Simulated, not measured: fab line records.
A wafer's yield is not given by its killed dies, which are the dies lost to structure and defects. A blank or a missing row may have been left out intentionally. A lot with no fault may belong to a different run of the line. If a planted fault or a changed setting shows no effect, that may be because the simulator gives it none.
Which tool was responsible? || flow n5-finfet || Sampling: 10 lots, 30 wafers, 5 of 1938 route steps

## WHAT EACH GAUGE READ, for each wafer
N5_BEOL_M0_SAQP_OVL_MEAS_41.
{"lot": "L251", "measured": "day 5 14:53", "on": "overlay-01", "M0_CUT1_OVL (nm)": "-0.3 -0.6 0.0"}
{"lot": "L252", "measured": "day 6 01:34", "on": "overlay-01", "M0_CUT1_OVL (nm)": "0.1 0.4 0.5"}
{"lot": "L253", "measured": "day 6 04:21", "on": "overlay-02", "M0_CUT1_OVL (nm)": "1.1 -0.4 -0.7"}
{"lot": "L254", "measured": "day 6 08:49", "on": "overlay-01", "M0_CUT1_OVL (nm)": "-0.8 -0.9 -0.8"}
{"lot": "L257", "measured": "day 7 04:37", "on": "overlay-02", "M0_CUT1_OVL (nm)": "-0.6 -0.2 2.2"}
{"lot": "L258", "measured": "day 7 07:59", "on": "overlay-01", "M0_CUT1_OVL (nm)": "0.0 0.2 -0.4"}
{"lot": "L263", "measured": "day 8 14:58", "on": "overlay-02", "M0_CUT1_OVL (nm)": "0.4 -0.9 -0.8"}
{"lot": "L266", "measured": "day 9 14:58", "on": "overlay-02", "M0_CUT1_OVL (nm)": "0.0 0.4 -0.5"}
{"lot": "L269", "measured": "day 10 03:20", "on": "overlay-01", "M0_CUT1_OVL (nm)": "-1.5 -1.4 -0.5"}
{"lot": "L271", "measured": "day 10 19:45", "on": "overlay-02", "M0_CUT1_OVL (nm)": "-0.9 -0.8 -1.3"}

N5_BEOL_M0_CUTY_CD_MEAS_57 targets a cd of 200 nm.
{"lot": "L251", "measured": "day 5 16:18", "on": "cd-sem-03", "cd-nm (nm)": "199.1 199.5 199.0"}
{"lot": "L252", "measured": "day 6 03:03", "on": "cd-sem-03", "cd-nm (nm)": "200.8 200.8 200.4"}
{"lot": "L253", "measured": "day 6 05:38", "on": "cd-sem-03", "cd-nm (nm)": "200.3 200.9 199.9"}
{"lot": "L254", "measured": "day 6 10:14", "on": "cd-sem-02", "cd-nm (nm)": "200.8 200.3 200.6"}
{"lot": "L257", "measured": "day 7 06:04", "on": "cd-sem-03", "cd-nm (nm)": "199.6 200.3 199.9"}
{"lot": "L258", "measured": "day 7 09:15", "on": "cd-sem-03", "cd-nm (nm)": "199.6 200.4 200.4"}
{"lot": "L263", "measured": "day 8 16:28", "on": "cd-sem-01", "cd-nm (nm)": "199.7 199.7 200.2"}
{"lot": "L266", "measured": "day 9 16:15", "on": "cd-sem-02", "cd-nm (nm)": "200.2 201.1 199.5"}
{"lot": "L269", "measured": "day 10 04:52", "on": "cd-sem-02", "cd-nm (nm)": "199.2 199.1 199.6"}
{"lot": "L271", "measured": "day 10 21:12", "on": "cd-sem-01", "cd-nm (nm)": "199.2 200.3 200.7"}

N5_BEOL_M4_RC_MEAS_101.
{"lot": "L251", "measured": "day 8 00:16", "on": "prober-01", "DIBL_N (mV/V)": "35.0 35.3 35.6", "DIBL_P (mV/V)": "35.5 34.7 35.7", "IOFF_N (nA/um)": "0.131 0.128 0.131", "IOFF_P (nA/um)": "0.174 0.170 0.179", "ION_N (uA/um)": "674 664 665", "ION_P (uA/um)": "456 452 456", "SS_N (mV/dec)": "71.2 71.7 70.8", "SS_P (mV/dec)": "72.7 73.0 72.5", "VT_N (mV)": "252.7 252.4 254.0", "VT_P (mV)": "-254.4 -255.1 -254.1"}
{"lot": "L252", "measured": "day 8 05:33", "on": "prober-01", "DIBL_N (mV/V)": "35.3 37.3 34.9", "DIBL_P (mV/V)": "34.4 37.2 34.2", "IOFF_N (nA/um)": "0.136 0.170 0.129", "IOFF_P (nA/um)": "0.177 0.217 0.175", "ION_N (uA/um)": "671 682 668", "ION_P (uA/um)": "462 467 461", "SS_N (mV/dec)": "70.8 71.2 70.1", "SS_P (mV/dec)": "73.1 74.0 73.2", "VT_N (mV)": "250.8 248.2 250.4", "VT_P (mV)": "-251.1 -250.9 -252.8"}
{"lot": "L253", "measured": "day 8 10:10", "on": "prober-02", "DIBL_N (mV/V)": "36.3 35.5 37.9", "DIBL_P (mV/V)": "36.9 36.1 38.2", "IOFF_N (nA/um)": "0.150 0.134 0.171", "IOFF_P (nA/um)": "0.209 0.194 0.225", "ION_N (uA/um)": "659 657 669", "ION_P (uA/um)": "457 452 461", "SS_N (mV/dec)": "71.7 71.6 72.7", "SS_P (mV/dec)": "72.9 73.6 74.3", "VT_N (mV)": "252.3 255.2 250.0", "VT_P (mV)": "-251.1 -251.2 -252.0"}
{"lot": "L254", "measured": "day 8 05:05", "on": "prober-02", "DIBL_N (mV/V)": "36.7 34.9 36.6", "DIBL_P (mV/V)": "35.9 34.3 36.5", "IOFF_N (nA/um)": "0.175 0.153 0.190", "IOFF_P (nA/um)": "0.204 0.182 0.208", "ION_N (uA/um)": "683 679 689", "ION_P (uA/um)": "460 466 462", "SS_N (mV/dec)": "71.6 71.4 71.7", "SS_P (mV/dec)": "73.8 73.2 74.1", "VT_N (mV)": "249.0 250.8 248.7", "VT_P (mV)": "-251.3 -252.4 -253.0"}
{"lot": "L257", "measured": "day 9 09:32", "on": "prober-01", "DIBL_N (mV/V)": "37.5 39.5 38.3", "DIBL_P (mV/V)": "35.9 38.7 37.6", "IOFF_N (nA/um)": "0.151 0.202 0.181", "IOFF_P (nA/um)": "0.199 0.242 0.226", "ION_N (uA/um)": "668 686 686", "ION_P (uA/um)": "464 467 469", "SS_N (mV/dec)": "71.5 72.3 71.5", "SS_P (mV/dec)": "73.9 73.3 73.5", "VT_N (mV)": "250.2 246.9 250.7", "VT_P (mV)": "-249.6 -247.3 -250.6"}
{"lot": "L258", "measured": "day 9 13:46", "on": "prober-01", "DIBL_N (mV/V)": "37.1 36.2 36.3", "DIBL_P (mV/V)": "38.0 37.4 37.1", "IOFF_N (nA/um)": "0.200 0.189 0.183", "IOFF_P (nA/um)": "0.260 0.241 0.251", "ION_N (uA/um)": "676 673 676", "ION_P (uA/um)": "464 463 465", "SS_N (mV/dec)": "72.4 71.8 71.9", "SS_P (mV/dec)": "74.0 73.5 74.3", "VT_N (mV)": "247.1 246.8 249.2", "VT_P (mV)": "-247.2 -248.0 -246.9"}
{"lot": "L263", "measured": "day 10 21:08", "on": "prober-02", "DIBL_N (mV/V)": "37.0 37.3 37.2", "DIBL_P (mV/V)": "37.4 37.7 38.3", "IOFF_N (nA/um)": "0.161 0.164 0.170", "IOFF_P (nA/um)": "0.206 0.208 0.222", "ION_N (uA/um)": "671 668 687", "ION_P (uA/um)": "460 455 462", "SS_N (mV/dec)": "71.6 72.2 72.1", "SS_P (mV/dec)": "73.0 73.4 72.6", "VT_N (mV)": "253.7 250.5 247.8", "VT_P (mV)": "-251.2 -253.6 -251.6"}
{"lot": "L266", "measured": "day 11 23:32", "on": "prober-02", "DIBL_N (mV/V)": "35.6 37.0 36.3", "DIBL_P (mV/V)": "35.0 35.2 35.1", "IOFF_N (nA/um)": "0.139 0.150 0.145", "IOFF_P (nA/um)": "0.220 0.224 0.217", "ION_N (uA/um)": "666 671 661", "ION_P (uA/um)": "466 462 462", "SS_N (mV/dec)": "71.5 71.8 71.1", "SS_P (mV/dec)": "72.8 73.1 72.9", "VT_N (mV)": "251.5 250.7 251.4", "VT_P (mV)": "-247.1 -247.0 -247.4"}
{"lot": "L269", "measured": "day 12 07:06", "on": "prober-01", "DIBL_N (mV/V)": "37.3 37.6 36.7", "DIBL_P (mV/V)": "38.0 38.4 36.6", "IOFF_N (nA/um)": "0.173 0.181 0.157", "IOFF_P (nA/um)": "0.249 0.255 0.226", "ION_N (uA/um)": "690 685 674", "ION_P (uA/um)": "471 480 466", "SS_N (mV/dec)": "72.1 72.4 72.5", "SS_P (mV/dec)": "73.8 73.7 72.7", "VT_N (mV)": "249.4 245.4 247.9", "VT_P (mV)": "-244.6 -244.6 -248.5"}
{"lot": "L271", "measured": "day 12 23:17", "on": "prober-01", "DIBL_N (mV/V)": "35.8 34.6 35.3", "DIBL_P (mV/V)": "36.5 35.0 35.7", "IOFF_N (nA/um)": "0.162 0.136 0.152", "IOFF_P (nA/um)": "0.227 0.198 0.210", "ION_N (uA/um)": "680 670 677", "ION_P (uA/um)": "469 467 468", "SS_N (mV/dec)": "71.4 71.5 71.4", "SS_P (mV/dec)": "74.0 72.7 73.7", "VT_N (mV)": "245.4 251.9 251.6", "VT_P (mV)": "-247.4 -251.0 -245.4"}

## WHICH TOOL RAN EACH LOT (tool, then ch and the chambers of the sampled wafers, then the start)
{"lot": "L251", "N5_BEOL_M0_SAQP_ALD_48": "ald-sin-02 ch 1,2,3, day 5 15:16", "N5_BEOL_M0_CUTY_COAT_50": "litho-track-01 ch 0, day 5 15:57"}
{"lot": "L252", "N5_BEOL_M0_SAQP_ALD_48": "ald-sin-03 ch 1,2, day 6 02:01", "N5_BEOL_M0_CUTY_COAT_50": "litho-track-03 ch 0, day 6 02:41"}
{"lot": "L253", "N5_BEOL_M0_SAQP_ALD_48": "ald-sin-02 ch 0,1, day 6 04:43", "N5_BEOL_M0_CUTY_COAT_50": "litho-track-01 ch 0, day 6 05:25"}
{"lot": "L254", "N5_BEOL_M0_SAQP_ALD_48": "ald-sin-03 ch 0,3, day 6 09:12", "N5_BEOL_M0_CUTY_COAT_50": "litho-track-02 ch 0, day 6 09:53"}
{"lot": "L257", "N5_BEOL_M0_SAQP_ALD_48": "ald-sin-01 ch 1,3, day 7 05:10", "N5_BEOL_M0_CUTY_COAT_50": "litho-track-03 ch 0, day 7 05:50"}
{"lot": "L258", "N5_BEOL_M0_SAQP_ALD_48": "ald-sin-03 ch 0,2, day 7 08:21", "N5_BEOL_M0_CUTY_COAT_50": "litho-track-01 ch 0, day 7 09:01"}
{"lot": "L263", "N5_BEOL_M0_SAQP_ALD_48": "ald-sin-01 ch 0,2,3, day 8 15:27", "N5_BEOL_M0_CUTY_COAT_50": "litho-track-01 ch 0, day 8 16:07"}
{"lot": "L266", "N5_BEOL_M0_SAQP_ALD_48": "ald-sin-01 ch 0,2,3, day 9 15:21", "N5_BEOL_M0_CUTY_COAT_50": "litho-track-01 ch 0, day 9 16:01"}
{"lot": "L269", "N5_BEOL_M0_SAQP_ALD_48": "ald-sin-03 ch 1,3, day 10 03:51", "N5_BEOL_M0_CUTY_COAT_50": "litho-track-03 ch 0, day 10 04:31"}
{"lot": "L271", "N5_BEOL_M0_SAQP_ALD_48": "ald-sin-03 ch 0,1, day 10 20:10", "N5_BEOL_M0_CUTY_COAT_50": "litho-track-02 ch 0, day 10 20:51"}
- N5_BEOL_M0_SAQP_ALD_48: deposits SiO2, target thk 20 nm, pulse time 1 s, co reactant pulse time 1 s.
- N5_BEOL_M0_CUTY_COAT_50: time 60 s, resist thk 15 nm.

## AS READ BY THE TOOLS THEMSELVES (means over the sampled wafers that have a number; for cases with no such wafer, the mark the record gives instead)
N5_BEOL_M0_SAQP_ALD_48.
{"lot": "L251", "tool": "ald-sin-02", "heater-power-w (W)": 77, "precursor-pulse-height-rel": 0.981, "susceptor-temp-C (C)": 100.09}
{"lot": "L252", "tool": "ald-sin-03", "heater-power-w (W)": 65, "precursor-pulse-height-rel": 0.990, "susceptor-temp-C (C)": 99.94}
{"lot": "L253", "tool": "ald-sin-02", "heater-power-w (W)": 78, "precursor-pulse-height-rel": 1.005, "susceptor-temp-C (C)": 99.97}
{"lot": "L254", "tool": "ald-sin-03", "heater-power-w (W)": 77, "precursor-pulse-height-rel": 1.016, "susceptor-temp-C (C)": 99.91}
{"lot": "L257", "tool": "ald-sin-01", "heater-power-w (W)": 79, "precursor-pulse-height-rel": 1.009, "susceptor-temp-C (C)": 100.08}
{"lot": "L258", "tool": "ald-sin-03", "heater-power-w (W)": 78, "precursor-pulse-height-rel": 1.008, "susceptor-temp-C (C)": 99.93}
{"lot": "L263", "tool": "ald-sin-01", "heater-power-w (W)": 70, "precursor-pulse-height-rel": 1.005, "susceptor-temp-C (C)": 99.94}
{"lot": "L266", "tool": "ald-sin-01", "heater-power-w (W)": 71, "precursor-pulse-height-rel": 0.989, "susceptor-temp-C (C)": 100.16}
{"lot": "L269", "tool": "ald-sin-03", "heater-power-w (W)": 71, "precursor-pulse-height-rel": 1.006, "susceptor-temp-C (C)": 100.09}
{"lot": "L271", "tool": "ald-sin-03", "heater-power-w (W)": 78, "precursor-pulse-height-rel": 0.991, "susceptor-temp-C (C)": 99.94}

N5_BEOL_M0_CUTY_COAT_50.
{"lot": "L251", "tool": "litho-track-01", "heater-power-total-W (W)": 427.8, "resist-line-temp-C (C)": 22.99, "spin-speed-rpm (rpm)": 1498.5}
{"lot": "L252", "tool": "litho-track-03", "heater-power-total-W (W)": 427.2, "resist-line-temp-C (C)": 23.14, "spin-speed-rpm (rpm)": 1499.6}
{"lot": "L253", "tool": "litho-track-01", "heater-power-total-W (W)": 427.8, "resist-line-temp-C (C)": 23.06, "spin-speed-rpm (rpm)": 1500.9}
{"lot": "L254", "tool": "litho-track-02", "heater-power-total-W (W)": 427.8, "resist-line-temp-C (C)": 22.84, "spin-speed-rpm (rpm)": 1500.3}
{"lot": "L257", "tool": "litho-track-03", "heater-power-total-W (W)": 428.0, "resist-line-temp-C (C)": 22.94, "spin-speed-rpm (rpm)": 1500.1}
{"lot": "L258", "tool": "litho-track-01", "heater-power-total-W (W)": 428.0, "resist-line-temp-C (C)": 22.83, "spin-speed-rpm (rpm)": 1501.3}
{"lot": "L263", "tool": "litho-track-01", "heater-power-total-W (W)": 427.8, "resist-line-temp-C (C)": 23.16, "spin-speed-rpm (rpm)": 1218.2}
{"lot": "L266", "tool": "litho-track-01", "heater-power-total-W (W)": 430.4, "resist-line-temp-C (C)": 22.97, "spin-speed-rpm (rpm)": 1217.9}
{"lot": "L269", "tool": "litho-track-03", "heater-power-total-W (W)": 427.4, "resist-line-temp-C (C)": 22.91, "spin-speed-rpm (rpm)": 1499.0}
{"lot": "L271", "tool": "litho-track-02", "heater-power-total-W (W)": 427.3, "resist-line-temp-C (C)": 23.04, "spin-speed-rpm (rpm)": 1498.7}

## THE ANSWER, worked out from the rows above alone
Rule: usual is defined by the lots themselves. Put in order of their means at a reading, lots are off if they are a third of the lots or fewer, leave a main group of 4 or more, and stand apart from it by a gap of 3 or more times the standard deviation of the main group's means; of several such gaps the widest counts. The tables above print the reading to a certain number of digits; a main group whose means all agree to those digits is not used. Also off: a lot with no number at a reading for which 4 or more lots have one. The other lots that the step has rows for count as sound. The gauges are gone through in route order, then the tools' own readings, and for those a lot's mean is taken as printed above. At the first step where some lot is off, the reading lying furthest off is the one used; lots without a number count as furthest.
Off, at N5_BEOL_M0_CUTY_COAT_50 on spin-speed-rpm: L263, L266. Mean 1499.8 rpm and standard deviation 0.96 in the main group.
A tool fits if, at that step or a process step before it, it ran every lot that is off, and no sound lot after the first of them. 2 tools fit, ald-sin-01 at N5_BEOL_M0_SAQP_ALD_48 and litho-track-01 at N5_BEOL_M0_CUTY_COAT_50, so this cannot tell which one it is.

## WHAT THE SIMULATOR PUT IN
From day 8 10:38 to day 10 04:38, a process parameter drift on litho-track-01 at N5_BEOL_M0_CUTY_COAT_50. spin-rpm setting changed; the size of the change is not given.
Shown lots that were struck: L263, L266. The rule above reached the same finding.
